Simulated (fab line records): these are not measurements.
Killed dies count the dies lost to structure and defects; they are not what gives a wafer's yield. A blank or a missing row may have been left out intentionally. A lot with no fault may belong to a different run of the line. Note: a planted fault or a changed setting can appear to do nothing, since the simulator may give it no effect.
Struck lot and sound lot, side by side	flow n5 finfet	15 steps out of a route of 1938
Sound: wafers L188.1, L188.3, L188.6. Struck: wafers L194.4, L194.5, L194.6. The cause is given at the end.
Each step with rows lists, per side, the tool, then ch with its chambers, then its first start. Under that, the readings that differ: sound wafers	struck wafers	difference of the means	sigmas: that difference in standard deviations of wafers without a fault.
alike: words and numbers the same on both sides, and readings whose means are apart by under 2 such deviations; not compared: readings that were withheld, readings missing a value for some wafer, numbers with overlapping values and no deviation given by the record, and bounds like >300 which may hide the same value.
Wherever a step has rows on one side only, a row that says differs or no value, or a row with sigmas, the two part there. Non-overlapping numbers with no deviation appear without sigmas and do not part them. A reading missing from all wafers of one side parts the sides only when that side holds two or more wafers.

first, 1 step without rows for these wafers: N5_MOL_CONTACT_COAG_SRD_139 (time 30 s).
N5_MOL_CONTACT_COAG_CD_MEAS_101 targets a cd of 16 nm.
  sound on cd sem-01 at day 7 00:14; struck on cd sem-01 at day 9 11:45
  alike: cd nm
next, for these wafers, 1 step has no rows: N5_MOL_CONTACT_COAG_PRE_CLEAN_121.
N5_MOL_CONTACT_COAG_CVD_140: deposits W, target thk 66.5 nm, time 215 s.
  sound on cvd w-02 ch 0,1, day 7 00:22; struck on cvd w-01 ch 0,1, day 9 11:58
  alike: heater power w
then, 2 steps without rows for these wafers: N5_MOL_CONTACT_COAG_PRECLEAN_127 (cleans in DIW, time 57.5 s); N5_MOL_CONTACT_COAG_SRD_128 (dry time 32 s).
N5_MOL_CONTACT_COAG_CMP_52: polishes, stops on SiO2, t overpolish 1.5 s, target thk 66.5 nm.
  sound on cmp-02 ch 0,2,3, day 7 00:49; struck on cmp-02 ch 0,3, day 9 12:16
  alike: motor current A, overpolish run s, time to endpoint s
N5_MOL_CONTACT_COAG_THK_MEAS_53:
  sound on film metro-02 at day 7 01:02; struck on film metro-01 at day 9 12:31
  alike: VIA_MOL_THK
N5_MOL_CONTACT_COAG_ANNEAL_112: time 1800 s.
  sound on hp anneal-01 ch 0, day 7 01:04; struck on hp anneal-01 ch 0, day 9 12:33
  alike: spike tc top C, wafer_temp_C_max, zone power lower pct, zone power upper pct
N5_MOL_CONTACT_COAG_INSPECT_97: inspects for defects (darkfield).
  sound on defect inspect-02 at day 7 04:06; struck on defect inspect-01 at day 9 15:38
  alike: raw defect count
N5_BEOL_M0_SAQP_PECVD_00: deposits SiCN from 3MS/NH3, target thk 8 nm, time 14 s.
  sound on pecvd-04 ch 0,2, day 7 04:26; struck on pecvd-01 ch 0,1,2, day 9 15:55
  alike: showerhead plenum p Torr, throttle valve pct
N5_BEOL_M0_SAQP_ILD_DEP_01: deposits SiOC from DEMS/O2, target thk 45.419 nm, time 8.7 s.
  sound on pecvd-04 ch 0,2, day 7 04:28; struck on pecvd-01 ch 0,1,2, day 9 15:57
  no value came back on the struck wafers for any of 5 readings (chamber pressure Torr (Torr), heater power outer w (W) and others); on the sound wafers chamber pressure Torr (Torr) reads 5.006 5.022 4.993
N5_BEOL_M0_SAQP_HM_DEP_02: deposits TiN, target thk 12 nm.
  sound on pvd sputter-03 at day 7 07:25; struck on pvd sputter-03 at day 9 17:36
  alike: chamber pressure pa, substrate temp c, throttle valve pct
N5_BEOL_M4_RC_MEAS_101:
  the record has rows for the sound wafers here (prober-01 ch 0, day 9 18:31) and none for the struck ones
-- the record jumps here: 6 days lie between the struck wafers' starts before and after (it left off in module BEOL_M4 and takes up again in module PASSIVATION, whose first step shown is number 1936 of the route) --
N5_PASSIVATION_PROBE_49:
  sound on prober-02 at day 14 11:20; struck on prober-02 at day 15 22:31
reading	sound	struck	difference	sigmas
defect limited yield (%)	87.4 90.6 88.1	0 0 0	-89	-55
killed_at_M0_to_M3	54 34 50	1104 1091 1114	+1057	+96
killed dies	149 111 141	1180 1180 1180	+1046	+55
killed on rim	20 17 20	152 152 152	+133	+33
sort_bin_5_function (%)	6.5 5.3 7.5	96.8 95.1 96.5	+89.7	+90
sort n pass	1031 1069 1039	0 0 0	-1046	-55
sort yield pct (%)	87.4 90.6 88.1	0 0 0	-89	-55
  alike: killed_at_M4_up, killed at contacts, killed at front end, killed at other, killed open, killed short, sort_bin_6_memory

== WHERE THEY PART ==
Last at N5_PASSIVATION_PROBE_49 as far as this record goes, first at N5_BEOL_M0_SAQP_ILD_DEP_01.

WHY: what had been put in by the simulator
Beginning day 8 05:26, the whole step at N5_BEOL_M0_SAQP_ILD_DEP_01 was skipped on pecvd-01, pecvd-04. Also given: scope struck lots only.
